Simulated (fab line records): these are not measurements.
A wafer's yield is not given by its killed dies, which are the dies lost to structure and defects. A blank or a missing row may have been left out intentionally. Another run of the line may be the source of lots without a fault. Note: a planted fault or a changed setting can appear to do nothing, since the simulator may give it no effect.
Chamber matching || flow n5-finfet || ald-sin-03 running N5_BEOL_M0_SAQP_SPACER2_ALD_26: 4 sister chambers
The step deposits SiO2, target thk 15 nm, pulse time 1 s, purge time 2 s. 8 wafers are shown with their chamber, then 11 later ones without.

== WAFERS WITH THEIR CHAMBER ==
{"wafer": "L080.5", "chamber": 0, "heater-power-w (W)": 445, "precursor-pulse-height-rel": 1.014}
{"wafer": "L080.6", "chamber": 3, "heater-power-w (W)": 496, "precursor-pulse-height-rel": 0.995}
{"wafer": "L082.1", "chamber": 1, "heater-power-w (W)": 379, "precursor-pulse-height-rel": 1.020}
{"wafer": "L082.5", "chamber": 2, "heater-power-w (W)": 428, "precursor-pulse-height-rel": 0.995}
{"wafer": "L085.1", "chamber": 1, "heater-power-w (W)": 379, "precursor-pulse-height-rel": 1.007}
{"wafer": "L085.2", "chamber": 3, "heater-power-w (W)": 499, "precursor-pulse-height-rel": 1.022}
{"wafer": "L085.6", "chamber": 0, "heater-power-w (W)": 443, "precursor-pulse-height-rel": 1.005}
{"wafer": "L089.1", "chamber": 2, "heater-power-w (W)": 433, "precursor-pulse-height-rel": 0.987}

== WAFERS WITHOUT THEIR CHAMBER ==
{"wafer": "L089.2", "heater-power-w (W)": 379, "precursor-pulse-height-rel": 1.022}
{"wafer": "L089.5", "heater-power-w (W)": 374, "precursor-pulse-height-rel": 0.979}
{"wafer": "L095.1", "heater-power-w (W)": 466, "precursor-pulse-height-rel": 0.989}
{"wafer": "L095.3", "heater-power-w (W)": 496, "precursor-pulse-height-rel": 1.001}
{"wafer": "L095.6", "heater-power-w (W)": 481, "precursor-pulse-height-rel": 1.018}
{"wafer": "L096.2", "heater-power-w (W)": 424, "precursor-pulse-height-rel": 0.999}
{"wafer": "L096.3", "heater-power-w (W)": 387, "precursor-pulse-height-rel": 0.991}
{"wafer": "L096.6", "heater-power-w (W)": 372, "precursor-pulse-height-rel": 0.990}
{"wafer": "L097.1", "heater-power-w (W)": 439, "precursor-pulse-height-rel": 0.989}
{"wafer": "L097.3", "heater-power-w (W)": 494, "precursor-pulse-height-rel": 1.007}
{"wafer": "L097.6", "heater-power-w (W)": 426, "precursor-pulse-height-rel": 1.008}

== WHICH CHAMBER EACH ONE RAN IN ==
{"wafer": "L089.2", "from the rows above": 1, "in truth": 1}
{"wafer": "L089.5", "from the rows above": 1, "in truth": 1}
{"wafer": "L095.1", "from the rows above": 0, "in truth": 0}
{"wafer": "L095.3", "from the rows above": 3, "in truth": 3}
{"wafer": "L095.6", "from the rows above": 3, "in truth": 3}
{"wafer": "L096.2", "from the rows above": 2, "in truth": 2}
{"wafer": "L096.3", "from the rows above": 1, "in truth": 1}
{"wafer": "L096.6", "from the rows above": 1, "in truth": 1}
{"wafer": "L097.1", "from the rows above": "can't be placed: 0 or 2", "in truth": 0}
{"wafer": "L097.3", "from the rows above": 3, "in truth": 3}
{"wafer": "L097.6", "from the rows above": 2, "in truth": 2}
Correctly placed: 10 of 11. From these rows, 1 cannot be placed; in 1 the true chamber is one of the candidates. Number placed wrongly: 0.
How it was worked out, from the rows above alone: a wafer's distance from a chamber is the root of the sum, over the readings, of the square of ((its reading less the chamber's mean) divided by the reading's scatter). If the next closest chamber is less than 2 further off than the closest, the wafer can't be placed; otherwise it belongs to the closest. A chamber's mean is the mean of its shown wafers. How the scatter is found: for the shown wafers, subtract from each reading the mean of its chamber, square and add these, divide the total by (wafers less chambers), then take the root.
